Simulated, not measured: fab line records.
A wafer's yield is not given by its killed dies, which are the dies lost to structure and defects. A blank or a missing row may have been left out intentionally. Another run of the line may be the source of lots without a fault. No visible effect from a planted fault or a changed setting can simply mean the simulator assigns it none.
Chamber matching -- flow nandHarc -- rieDiel-03 running NHARC_A_CONTACT_DESCUM_13: 4 sister chambers
The step chemistry O2, time 3 s. 14 wafers are shown with their chamber, then 7 later ones without.

== WAFERS WITH THEIR CHAMBER ==
wafer,chamber,drypumpMotorCurrentA (A),showerheadPlenumPTorr (Torr),oesProductAu (a.u.)
L623.3,1,5.8,1.94,0.975
L623.4,0,5.9,1.77,1.001
L623.6,0,6.0,1.77,1.005
L633.2,1,5.8,1.93,1.002
L633.4,0,6.0,1.76,1.004
L633.6,2,6.0,1.93,0.995
L639.1,3,5.7,1.76,0.998
L639.4,0,6.0,2.07,1.003
L639.5,3,5.7,1.76,1.005
L641.2,3,5.7,1.76,1.005
L641.3,0,6.0,2.07,0.997
L641.6,3,5.7,1.76,0.994
L642.4,0,6.0,2.07,1.001
L642.5,1,5.8,1.93,0.984

SIGNATURES (means of the wafers above)
reading,chamber 0,chamber 1,chamber 2,chamber 3,scatter within a chamber
drypumpMotorCurrentA,5.983,5.800,6.000,5.700,0.0289
showerheadPlenumPTorr,1.9183,1.9333,1.9300,1.7600,0.118
oesProductAu,1.00183,0.98700,0.99500,1.00050,0.00713
Rule: for each reading, subtract the chamber's mean from the wafer's reading, divide by that reading's scatter and square the result; add these up over the readings and take the root, which gives the wafer's distance from the chamber. If the next closest chamber is less than 2 further off than the closest, the wafer can't be placed; otherwise it belongs to the closest. The scatter: the root of (the sum of the squares of (reading less its chamber's mean) over the shown wafers, divided by (wafers less chambers)).

== WAFERS WHOSE CHAMBER IS MISSING ==
wafer,drypumpMotorCurrentA (A),showerheadPlenumPTorr (Torr),oesProductAu (a.u.)
L642.6,5.7,1.76,1.007
L643.2,6.1,1.92,1.006
L643.3,5.8,1.93,0.977
L643.6,5.8,1.93,0.980
L644.3,5.8,1.93,0.976
L644.4,6.0,1.92,1.009
L644.5,5.7,1.76,1.004

== WHICH CHAMBER EACH ONE RAN IN ==
wafer,from the rows above,in truth
L642.6,3,3
L643.2,can't be placed: 2 or 0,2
L643.3,1,1
L643.6,1,1
L644.3,1,1
L644.4,can't be placed: 0 or 2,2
L644.5,3,3
Placed correctly: 5 of 7. These rows do not allow placing 2 (true chamber among the candidates in 2). Placed wrongly: 0.
